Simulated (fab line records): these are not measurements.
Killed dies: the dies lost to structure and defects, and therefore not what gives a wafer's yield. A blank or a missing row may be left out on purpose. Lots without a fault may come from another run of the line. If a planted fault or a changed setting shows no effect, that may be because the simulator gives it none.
fab line records	flow nand-harc
[record] lots = 7	wafers = 21	last-day = 34
route steps=1302 shown A_STAIRCASE@666 END@1302
lots with no fault: from the same line, run without faults
start-h: hours from the record's first day to the start of the lot's first wafer shown	wait-h: hours from the lot's prior step to this one	" identical to the entry in the row above	L1.1+2: a single row standing in for several wafers	- no value, or no start was given	* or withheld: withheld	< > ~ a bound
route shown NAME@n: names a module that has steps shown in the file, with the first one's number in the route	usual: mean/standard deviation taken from wafers without a fault	same: alike in all rows	chamber/n: place in a boat	sites: the reading at each site	_std_site: standard deviation of those values	_edge_site: inner sites' mean taken away from outer sites' mean	radius-mm: for every site, how far away it sits from the centre of the wafer	mask NAME#n: copy n	behind: the last tool/chamber to shape the wafer	hold: why the lot went on hold/how many hours it stayed there/how the hold came to an end	device: which transistor (n, p or np) failed to switch	end of line: the route-end tests of the same wafers	step lacking rows: just its recipe	killed: count of dies lost to structure and defects at first sort (not the wafer's yield)	map: shows each die of a wafer: x if killed, . if not, _ if none is there
set.NAME: the run value of the setting; set.NAME@STEP: its run value at that earlier step	model.NAME: the simulator's own value behind a step, which no gauge read
lots at some steps of the route; a table a step, a row a wafer
services: the hour from which a tool's chamber was out of use, counted from the record's first day as start-h (under 0 if before that day), plus the number of hours and why
[[steps]]
[step NHARC_A_STAIRCASE_HARDBAKE_10]
[recipe] temp-c = 120	time-s = 140
[step NHARC_A_STAIRCASE_DESCUM_11]
[recipe] time-s = 3	o2-flow-sccm = 200	ar-flow-sccm = 0	bias-power-w = 0	chemistry = O2
[step NHARC_A_STAIRCASE_TRIM_12]
[recipe] time-s = 211.2	o2-flow-sccm = 500	ar-flow-sccm = 0	bias-w = 0	chemistry = O2
[step NHARC_A_STAIRCASE_ETCH_13]
[recipe] target-depth-a = 1000	time-s = 40.5	ion-energy-ev = 400	c4f8-flow-sccm = 20	o2-flow-sccm = 10	ar-flow-sccm = withheld	rf-w = 600	bias-w = 1000	chemistry = C4F8/O2
[step NHARC_A_STAIRCASE_TRIM_14]
[recipe] time-s = 211.2	o2-flow-sccm = 500	ar-flow-sccm = 0	bias-w = 0	chemistry = O2
[usual] drypump-motor-current-A = 5.7/0.44	oes-product-au = 1.005/0.0089	rf-vpp-V = 57.9/0.86	showerhead-plenum-p-Torr = 3.54/0.12	throttle-valve-pct = 17.037/0.0085
lot.wafer	tool	chamber	start-h	wait-h	drypump-motor-current-A	oes-product-au	rf-hours-counter-h	rf-vpp-V	showerhead-plenum-p-Torr	throttle-valve-pct
L713.1	rie-diel-01	3	-	-	5.7	1.009	45	57.6	3.42	17.035
L713.2	"	1	"	"	5.9	1.003	48	58.6	3.58	17.015
L713.6	"	0	"	"	5.5	1.013	-	57.6	3.26	17.041
L722.2	rie-diel-08	2	-	-	5.6	0.986	22	57.9	3.46	17.057
L722.5	"	2	"	"	5.6	0.995	-	56.5	3.46	17.037
L722.6	"	3	"	"	5.9	1.001	-	57.5	3.47	17.033
L725.2	rie-diel-11	0	-	-	6.7	1.008	10	56.3	3.55	17.017
L725.3	"	1	"	"	5.1	1.002	8	57.1	3.49	17.029
L725.4	"	3	"	"	5.3	1.010	12	58.9	3.70	17.053
L733.2	rie-diel-01	1	-	-	5.9	1.008	56	56.5	3.55	17.040
L733.5	"	0	"	"	5.4	1.010	-	57.8	3.78	17.044
L733.6	"	1	"	"	5.9	1.021	-	59.0	3.55	17.026
L736.4	rie-diel-01	1	-	-	5.9	1.009	2	58.0	3.54	17.050
L736.3	"	2	"	"	6.2	1.014	2	58.3	3.81	17.037
L736.6	"	1	"	"	5.9	1.004	-	57.7	3.54	17.037
L735.4	rie-diel-08	3	-	-	5.8	1.012	6	58.7	3.45	17.026
L735.2	"	1	"	"	5.6	1.005	9	58.3	3.62	17.029
L735.5	"	3	"	"	5.8	1.002	-	58.8	3.45	17.039
L734.1	rie-diel-11	2	-	-	5.4	1.011	39	57.3	3.60	17.050
L734.2	"	0	"	"	6.7	1.020	43	59.3	3.53	17.053
L734.5	"	2	"	"	5.4	1.023	-	59.6	3.60	17.022
[step NHARC_A_STAIRCASE_ETCH_15]
[recipe] target-depth-a = 1000	time-s = 40.5	ion-energy-ev = 400	c4f8-flow-sccm = 20	o2-flow-sccm = 10	ar-flow-sccm = withheld	rf-w = 600	bias-w = 1000	chemistry = C4F8/O2
[usual] bias-w = 1001/3.1	chamber-pressure-mTorr = 25.000/0.024	oes-product-au = 0.947/0.011	rf-vpp-V = 897/4.7
lot.wafer	tool	chamber	start-h	wait-h	bias-w	chamber-pressure-mTorr	oes-product-au	rf-hours-counter-h	rf-vpp-V
L713.2	rie-diel-01	0	-	-	1006	25.021	0.951	42	887
L713.1	"	2	"	"	1008	24.984	0.960	46	887
L713.6	"	3	"	"	1001	24.999	0.945	-	892
L722.2	rie-diel-08	3	-	-	1003	24.977	0.935	22	895
L722.5	"	3	"	"	1005	25.002	0.930	-	895
L722.6	"	0	"	"	1002	25.009	0.952	-	898
L725.4	rie-diel-11	2	-	-	1000	24.978	0.947	10	898
L725.2	"	3	"	"	1002	25.016	0.941	12	902
L725.3	"	0	"	"	1004	24.984	0.938	10	897
L733.2	rie-diel-01	3	-	-	1004	25.028	0.941	47	892
L733.5	"	3	"	"	1003	25.003	0.944	-	890
L733.6	"	0	"	"	1008	25.037	0.957	-	904
L736.3	rie-diel-01	0	-	-	997	25.027	0.949	4	906
L736.4	"	3	"	"	1004	24.971	0.952	4	891
L736.6	"	0	"	"	1005	24.935	0.950	-	904
L735.2	rie-diel-08	3	-	-	1006	25.005	0.958	6	892
L735.4	"	0	"	"	1001	25.033	0.960	8	897
L735.5	"	2	"	"	1003	25.038	0.980	-	891
L734.1	rie-diel-11	2	-	-	1001	24.958	0.945	39	898
L734.2	"	0	"	"	999	25.029	0.969	43	897
L734.5	"	2	"	"	998	25.008	0.952	-	898
[step NHARC_A_STAIRCASE_TRIM_16]
[recipe] time-s = 211.2	o2-flow-sccm = 500	ar-flow-sccm = 0	bias-w = 0	chemistry = O2
[step NHARC_A_STAIRCASE_ETCH_17]
[recipe] target-depth-a = 1000	time-s = 40.5	ion-energy-ev = 400	c4f8-flow-sccm = 20	o2-flow-sccm = 10	ar-flow-sccm = withheld	rf-w = 600	bias-w = 1000	chemistry = C4F8/O2
[usual] bias-w = 1000/3.1	chamber-pressure-mTorr = 25.000/0.023	oes-product-au = 0.948/0.013	rf-vpp-V = 897/4.3
lot.wafer	tool	chamber	start-h	wait-h	bias-w	chamber-pressure-mTorr	oes-product-au	rf-hours-counter-h	rf-vpp-V
L713.1	rie-diel-01	3	-	-	1002	24.969	0.942	45	891
L713.2	"	1	"	"	1002	25.049	0.936	48	899
L713.6	"	0	"	"	999	25.003	0.951	-	885
L722.2	rie-diel-08	2	-	-	1000	25.002	0.931	22	893
L722.6	"	1	"	"	992	25.004	0.953	-	901
L722.5	"	2	"	"	996	24.989	0.939	-	893
L725.3	rie-diel-11	1	-	-	999	25.008	0.936	8	895
L725.4	"	3	"	"	996	24.980	0.939	12	903
L725.2	"	0	"	"	996	25.040	0.947	10	898
L733.2	rie-diel-01	0	-	-	995	24.989	0.952	53	905
L733.6	"	2	"	"	1007	25.021	0.960	-	885
L733.5	"	3	"	"	1003	25.031	0.938	-	892
L736.4	rie-diel-01	0	-	-	999	24.994	0.949	4	904
L736.3	"	1	"	"	1005	25.011	0.956	3	895
L736.6	"	1	"	"	1006	25.015	0.954	-	896
L735.4	rie-diel-08	2	-	-	1000	24.966	0.964	7	891
L735.2	"	0	"	"	1001	24.991	0.945	8	898
L735.5	"	2	"	"	1001	25.013	0.966	-	893
L734.2	rie-diel-11	3	-	-	999	24.974	0.953	43	901
L734.1	"	1	"	"	998	24.985	0.921	40	895
L734.5	"	3	"	"	1000	24.994	0.955	-	901
[step NHARC_A_STAIRCASE_TRIM_18]
[recipe] time-s = 211.2	o2-flow-sccm = 500	ar-flow-sccm = 0	bias-w = 0	chemistry = O2
[step NHARC_A_STAIRCASE_ETCH_19]
[recipe] target-depth-a = 1000	time-s = 40.5	ion-energy-ev = 400	c4f8-flow-sccm = 20	o2-flow-sccm = 10	ar-flow-sccm = withheld	rf-w = 600	bias-w = 1000	chemistry = C4F8/O2
[usual] bias-w = 999.5/3	chamber-pressure-mTorr = 25.002/0.022	oes-product-au = 0.950/0.017	rf-vpp-V = 897/4.5
lot.wafer	tool	chamber	start-h	wait-h	bias-w	chamber-pressure-mTorr	oes-product-au	rf-hours-counter-h	rf-vpp-V
L713.1	rie-diel-01	2	-	-	996.8	24.987	0.974	46	888
L713.2	"	0	"	"	999.9	24.985	0.969	43	884
L713.6	"	1	"	"	1001.2	25.016	0.948	-	898
L722.2	rie-diel-08	3	-	-	1002.8	24.992	0.938	23	894
L722.6	"	0	"	"	1000.1	24.968	0.948	-	898
L722.5	"	1	"	"	1003.0	24.986	0.947	-	899
L725.3	rie-diel-11	0	-	-	999.2	25.053	0.948	10	897
L725.2	"	1	"	"	1001.8	25.035	0.938	8	894
L725.4	"	2	"	"	997.3	24.969	0.947	10	897
L733.2	rie-diel-01	1	-	-	996.1	25.000	0.947	56	896
L733.6	"	3	"	"	1002.1	25.007	0.931	-	891
L733.5	"	0	"	"	998.0	24.970	0.948	-	905
L736.4	rie-diel-01	1	-	-	998.5	25.025	0.946	3	897
L736.3	"	0	"	"	994.8	25.009	0.960	4	905
L736.6	"	1	"	"	1001.4	25.029	0.951	-	896
L735.2	rie-diel-08	1	-	-	1002.1	25.009	0.945	9	900
L735.4	"	3	"	"	1002.3	25.012	0.937	6	894
L735.5	"	2	"	"	1005.4	25.001	0.956	-	894
L734.1	rie-diel-11	1	-	-	998.4	24.957	0.945	40	894
L734.2	"	3	"	"	995.2	25.017	0.961	43	901
L734.5	"	2	"	"	1001.0	24.986	0.952	-	899
[step NHARC_A_STAIRCASE_TRIM_20]
[recipe] time-s = 211.2	o2-flow-sccm = 500	ar-flow-sccm = 0	bias-w = 0	chemistry = O2
[step NHARC_A_STAIRCASE_ETCH_21]
[recipe] target-depth-a = 1000	time-s = 40.5	ion-energy-ev = 400	c4f8-flow-sccm = 20	o2-flow-sccm = 10	ar-flow-sccm = withheld	rf-w = 600	bias-w = 1000	chemistry = C4F8/O2
[usual] bias-w = 1000/3.1	chamber-pressure-mTorr = 25.002/0.022	oes-product-au = 0.953/0.016	rf-vpp-V = 896/4.9
lot.wafer	tool	chamber	start-h	wait-h	bias-w	chamber-pressure-mTorr	oes-product-au	rf-hours-counter-h	rf-vpp-V
L713.1	rie-diel-01	0	368.80	-	1000	24.991	0.963	43	886
L713.2	"	2	"	"	999	24.989	0.945	46	888
L713.6	"	0	"	"	1005	25.007	0.957	-	885
L722.2	rie-diel-01	0	456.52	-	1002	24.987	0.963	25	906
L722.5	"	3	"	"	1008	24.985	0.942	-	892
L722.6	"	2	"	"	1000	25.035	0.958	-	887
L725.4	rie-diel-01	1	467.84	-	1001	24.996	0.990	31	897
L725.2	"	2	"	"	997	25.040	0.989	23	887
L725.3	"	0	"	"	998	25.004	0.961	28	904
L733.2	rie-diel-01	2	545.87	-	-	-	-	-	-
L733.5	"	3	"	"	-	-	-	-	-
L733.6	"	0	"	"	-	-	-	-	-
L736.4	rie-diel-11	2	577.14	-	1002	24.988	0.976	37	898
L736.3	"	3	"	"	1000	25.007	0.965	42	901
L736.6	"	0	"	"	995	24.993	0.988	-	894
L735.4	rie-diel-08	1	577.51	-	-	-	-	-	-
L735.2	"	2	"	"	-	-	-	-	-
L735.5	"	3	"	"	-	-	-	-	-
L734.1	rie-diel-01	0	583.02	-	-	-	-	-	-
L734.2	"	2	"	"	-	-	-	-	-
L734.5	"	3	"	"	-	-	-	-	-
[step NHARC_A_STAIRCASE_TRIM_22]
[recipe] time-s = 211.2	o2-flow-sccm = 500	ar-flow-sccm = 0	bias-w = 0	chemistry = O2
[usual] drypump-motor-current-A = 5.7/0.44	oes-product-au = 1.004/0.0094	rf-vpp-V = 57.9/0.86	showerhead-plenum-p-Torr = 3.54/0.13	throttle-valve-pct = 17.037/0.0091
lot.wafer	tool	chamber	start-h	wait-h	drypump-motor-current-A	oes-product-au	rf-hours-counter-h	rf-vpp-V	showerhead-plenum-p-Torr	throttle-valve-pct
L713.1	rie-diel-01	1	-	-	5.9	1.007	48	56.1	3.58	17.039
L713.2	"	2	"	"	6.2	1.013	46	56.5	3.31	17.016
L713.6	"	3	"	"	5.7	1.011	-	58.4	3.42	17.028
L722.2	rie-diel-01	3	-	-	5.7	0.983	23	56.5	3.41	17.024
L722.6	"	0	"	"	5.4	0.994	-	56.8	3.79	17.046
L722.5	"	3	"	"	5.7	0.983	-	58.8	3.41	17.029
L725.3	rie-diel-01	3	-	-	5.7	0.995	26	56.9	3.41	17.028
L725.2	"	0	"	"	5.5	1.006	28	59.1	3.79	17.038
L725.4	"	2	"	"	6.2	1.003	23	57.1	3.30	17.046
L733.2	rie-diel-01	3	-	-	5.7	0.987	48	57.5	3.39	17.046
L733.5	"	1	"	"	5.9	1.009	-	59.4	3.55	17.028
L733.6	"	2	"	"	6.2	1.018	-	57.2	3.28	17.033
L736.3	rie-diel-11	2	-	-	5.4	1.020	37	58.4	3.60	17.036
L736.4	"	3	"	"	5.2	1.018	42	56.9	3.69	17.035
L736.6	"	2	"	"	5.4	1.018	-	59.6	3.60	17.021
L735.4	rie-diel-08	3	-	-	5.8	1.006	6	57.9	3.45	17.046
L735.2	"	0	"	"	5.4	1.023	8	56.7	3.55	17.050
L735.5	"	2	"	"	5.6	1.005	-	57.5	3.43	17.025
L734.2	rie-diel-01	2	-	-	6.2	1.026	4	59.7	3.81	17.034
L734.1	"	1	"	"	5.9	1.000	4	59.0	3.54	17.040
L734.5	"	2	"	"	6.2	1.007	-	59.5	3.81	17.031
[step NHARC_END_SORT_01]
[recipe] temp-c = 25
[usual] killed-at-array = 41/10	killed-at-other = 0.8/0.91	killed-at-periphery = 4.2/2.9	killed-dies = 46/10	killed-open = 3.5/2.1	killed-short = 2.5/1.6
[same] gross-dies = 677
lot.wafer	tool	chamber	start-h	wait-h	killed-at-array	killed-at-other	killed-at-periphery	killed-dies	killed-open	killed-short
L733.2	prober-02	0	740.34	2.8	671	2	4	677	3	3
L733.5	prober-02	0	742.74	3.7	673	1	3	677	2	4
L733.6	prober-02	0	743.54	4.0	672	1	4	677	2	1
L734.1	prober-01	0	803.09	2.5	667	1	9	677	2	1
L734.2	prober-01	0	803.89	2.8	672	2	3	677	4	2
L734.5	prober-01	0	806.27	3.7	665	1	11	677	1	2
L735.2	prober-02	0	803.88	2.8	667	0	10	677	2	1
L735.4	prober-02	0	805.48	3.4	669	0	8	677	4	4
L735.5	prober-02	0	806.28	3.7	671	1	5	677	4	6
// killed by level:class
L733.2 A_STAIRCASE:area-etch=630 A_CHANNEL_HOLE_D2:chamber-film-flake=11 A_CHANNEL_HOLE_D1:chamber-film-flake=10 A_STAIRCASE:chamber-film-flake=5 A_SLIT:chamber-film-flake=5 A_CONTACT:chamber-film-flake=5 A_ONON_D1:geometric-particle:short=2 P_GATE:chamber-film-flake=2
L733.5 A_STAIRCASE:area-etch=637 A_CHANNEL_HOLE_D2:chamber-film-flake=10 A_CONTACT:chamber-film-flake=9 A_CHANNEL_HOLE_D1:chamber-film-flake=4 A_SLIT:chamber-film-flake=4 P_GATE:chamber-film-flake=2 A_STAIRCASE:chamber-film-flake=2 P_M0:geometric-particle:open=1
L733.6 A_STAIRCASE:area-etch=643 A_CONTACT:chamber-film-flake=8 A_CHANNEL_HOLE_D2:chamber-film-flake=7 A_STAIRCASE:chamber-film-flake=4 A_SLIT:chamber-film-flake=4 A_CHANNEL_HOLE_D1:chamber-film-flake=3 P_GATE:chamber-film-flake=2 P_CONTACT:geometric-particle:open=1
L734.1 A_STAIRCASE:area-etch=635 A_CONTACT:chamber-film-flake=9 A_SLIT:chamber-film-flake=8 A_CHANNEL_HOLE_D1:chamber-film-flake=7 P_CONTACT:chamber-film-flake=6 P_GATE:chamber-film-flake=2 A_STAIRCASE:chamber-film-flake=2 A_CHANNEL_FILL_D1:geometric-particle:open=1
L735.2 A_STAIRCASE:area-etch=625 A_SLIT:chamber-film-flake=15 A_CONTACT:chamber-film-flake=12 P_BONDPAD:chamber-film-flake=6 A_CHANNEL_HOLE_D2:chamber-film-flake=5 A_SGD_CUT:chamber-film-flake=3 P_STI:chamber-film-flake=2 A_CHANNEL_FILL_D2:chamber-film-flake=2
L734.2 A_STAIRCASE:area-etch=629 A_SLIT:chamber-film-flake=23 A_CONTACT:chamber-film-flake=6 A_CHANNEL_HOLE_D1:chamber-film-flake=4 P_CONTACT:chamber-film-flake=3 A_STAIRCASE:chamber-film-flake=2 THIN_TSV:chamber-film-flake=2 A_CHANNEL_HOLE_D1:geometric-particle:short=1
L735.4 A_STAIRCASE:area-etch=621 A_CONTACT:chamber-film-flake=13 A_SLIT:chamber-film-flake=12 A_CHANNEL_HOLE_D2:chamber-film-flake=8 A_CHANNEL_FILL_D2:chamber-film-flake=4 P_STI:chamber-film-flake=3 A_CHANNEL_FILL_D2:geometric-particle:short=2 P_GATE:chamber-film-flake=2
L734.5 A_STAIRCASE:area-etch=627 A_CONTACT:chamber-film-flake=11 A_SLIT:chamber-film-flake=10 A_CHANNEL_HOLE_D1:chamber-film-flake=8 P_CONTACT:chamber-film-flake=5 P_ZERO_WELL:chamber-film-flake=4 A_CHANNEL_HOLE_D2:chamber-film-flake=4 P_CONTACT:geometric-particle:open=1
L735.5 A_STAIRCASE:area-etch=615 A_CHANNEL_HOLE_D2:chamber-film-flake=17 A_SLIT:chamber-film-flake=16 A_CONTACT:chamber-film-flake=9 A_M0:geometric-particle:short=2 P_BONDPAD:chamber-film-flake=2 A_SGD_CUT:chamber-film-flake=2 A_M1:chamber-film-flake=2
// map L733.2 (x killed, . not)
____________x____________
_________xxxxxxx_________
_______xxxxxxxxxxx_______
______xxxxxxxxxxxxx______
_____xxxxxxxxxxxxxxx_____
____xxxxxxxxxxxxxxxxx____
____xxxxxxxxxxxxxxxxx____
___xxxxxxxxxxxxxxxxxxx___
___xxxxxxxxxxxxxxxxxxx___
__xxxxxxxxxxxxxxxxxxxxx__
__xxxxxxxxxxxxxxxxxxxxx__
_xxxxxxxxxxxxxxxxxxxxxxx_
_xxxxxxxxxxxxxxxxxxxxxxx_
_xxxxxxxxxxxxxxxxxxxxxxx_
_xxxxxxxxxxxxxxxxxxxxxxx_
_xxxxxxxxxxxxxxxxxxxxxxx_
xxxxxxxxxxxxxxxxxxxxxxxxx
xxxxxxxxxxxxxxxxxxxxxxxxx
xxxxxxxxxxxxxxxxxxxxxxxxx
xxxxxxxxxxxxxxxxxxxxxxxxx
xxxxxxxxxxxxxxxxxxxxxxxxx
_xxxxxxxxxxxxxxxxxxxxxxx_
_xxxxxxxxxxxxxxxxxxxxxxx_
_xxxxxxxxxxxxxxxxxxxxxxx_
_xxxxxxxxxxxxxxxxxxxxxxx_
_xxxxxxxxxxxxxxxxxxxxxxx_
__xxxxxxxxxxxxxxxxxxxxx__
__xxxxxxxxxxxxxxxxxxxxx__
___xxxxxxxxxxxxxxxxxxx___
___xxxxxxxxxxxxxxxxxxx___
____xxxxxxxxxxxxxxxxx____
____xxxxxxxxxxxxxxxxx____
_____xxxxxxxxxxxxxxx_____
______xxxxxxxxxxxxx______
_______xxxxxxxxxxx_______
_________xxxxxxx_________
____________x____________
// map L734.1 (x killed, . not)
____________x____________
_________xxxxxxx_________
_______xxxxxxxxxxx_______
______xxxxxxxxxxxxx______
_____xxxxxxxxxxxxxxx_____
____xxxxxxxxxxxxxxxxx____
____xxxxxxxxxxxxxxxxx____
___xxxxxxxxxxxxxxxxxxx___
___xxxxxxxxxxxxxxxxxxx___
__xxxxxxxxxxxxxxxxxxxxx__
__xxxxxxxxxxxxxxxxxxxxx__
_xxxxxxxxxxxxxxxxxxxxxxx_
_xxxxxxxxxxxxxxxxxxxxxxx_
_xxxxxxxxxxxxxxxxxxxxxxx_
_xxxxxxxxxxxxxxxxxxxxxxx_
_xxxxxxxxxxxxxxxxxxxxxxx_
xxxxxxxxxxxxxxxxxxxxxxxxx
xxxxxxxxxxxxxxxxxxxxxxxxx
xxxxxxxxxxxxxxxxxxxxxxxxx
xxxxxxxxxxxxxxxxxxxxxxxxx
xxxxxxxxxxxxxxxxxxxxxxxxx
_xxxxxxxxxxxxxxxxxxxxxxx_
_xxxxxxxxxxxxxxxxxxxxxxx_
_xxxxxxxxxxxxxxxxxxxxxxx_
_xxxxxxxxxxxxxxxxxxxxxxx_
_xxxxxxxxxxxxxxxxxxxxxxx_
__xxxxxxxxxxxxxxxxxxxxx__
__xxxxxxxxxxxxxxxxxxxxx__
___xxxxxxxxxxxxxxxxxxx___
___xxxxxxxxxxxxxxxxxxx___
____xxxxxxxxxxxxxxxxx____
____xxxxxxxxxxxxxxxxx____
_____xxxxxxxxxxxxxxx_____
______xxxxxxxxxxxxx______
_______xxxxxxxxxxx_______
_________xxxxxxx_________
____________x____________
[[services]]
tool	chamber	start-h	hours	kind
rie-diel-01	0	360.66	-	clean
rie-diel-01	1	360.66	-	clean
rie-diel-01	2	360.66	-	clean
rie-diel-01	3	360.66	-	clean
rie-diel-08	-	371.91	9.0	pm
rie-diel-11	2	374.60	5.1	repair
rie-diel-11	0	376.23	4.5	repair
rie-diel-01	-	380.84	9.0	pm
rie-diel-01	0	380.84	9.0	vent-cycle
rie-diel-01	1	380.84	9.0	vent-cycle
rie-diel-11	1	382.95	10.2	repair
rie-diel-08	0	405.01	15.9	repair
rie-diel-01	2	406.95	6.4	repair
rie-diel-01	2	418.99	8.1	repair
rie-diel-08	0	432.64	2.7	repair
rie-diel-11	-	435.98	9.0	pm
rie-diel-01	3	461.79	1.3	repair
rie-diel-01	3	474.99	5.7	repair
rie-diel-08	1	481.25	4.0	repair
rie-diel-11	3	486.50	8.3	repair
rie-diel-08	-	498.61	5.7	repair
rie-diel-08	-	548.91	9.0	pm
rie-diel-01	-	557.90	9.0	pm
rie-diel-11	2	559.48	3.5	repair
[[key]]
[first-sign] step = NHARC_A_STAIRCASE_ETCH_21	reading = tool-record	direction = missing
[effect] step = NHARC_END_SORT_01	reading = killed-dies	direction = up	sigmas = 63	usual = 46	struck = 677
[more-kills-born-at] NHARC_A_STAIRCASE_ETCH_21@rie-diel-01 = 3802	NHARC_A_STAIRCASE_ETCH_21@rie-diel-08 = 1861
met-at NHARC_A_STAIRCASE_ETCH_21
struck-wafers L733.2,L733.5,L733.6,L734.1,L734.2,L734.5,L735.2,L735.4,L735.5
later-rows-left-out L733.2,L733.5,L733.6,L734.1,L734.2,L734.5,L735.2,L735.4,L735.5
tester-left-out L733,L734,L735
onset-between 467.84 545.87
[fault] kind = skipped-step-whole	tool = rie-diel-01,rie-diel-08	chamber = -	onset-h = 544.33	steps = NHARC_A_STAIRCASE_ETCH_21	scope = struck-lots-only
// tester-left-out: of these lots the tester's yield and bins aren't shown, on N5 and GAA mostly nor the transistor test; their killed dies are dies lost to structure and defects alone, not to doping, threshold or leakage, so they don't give the yield
// later-rows-left-out: the simulator's readings of these wafers behind a module that went badly wrong aren't trusted and aren't shown, but for the sort
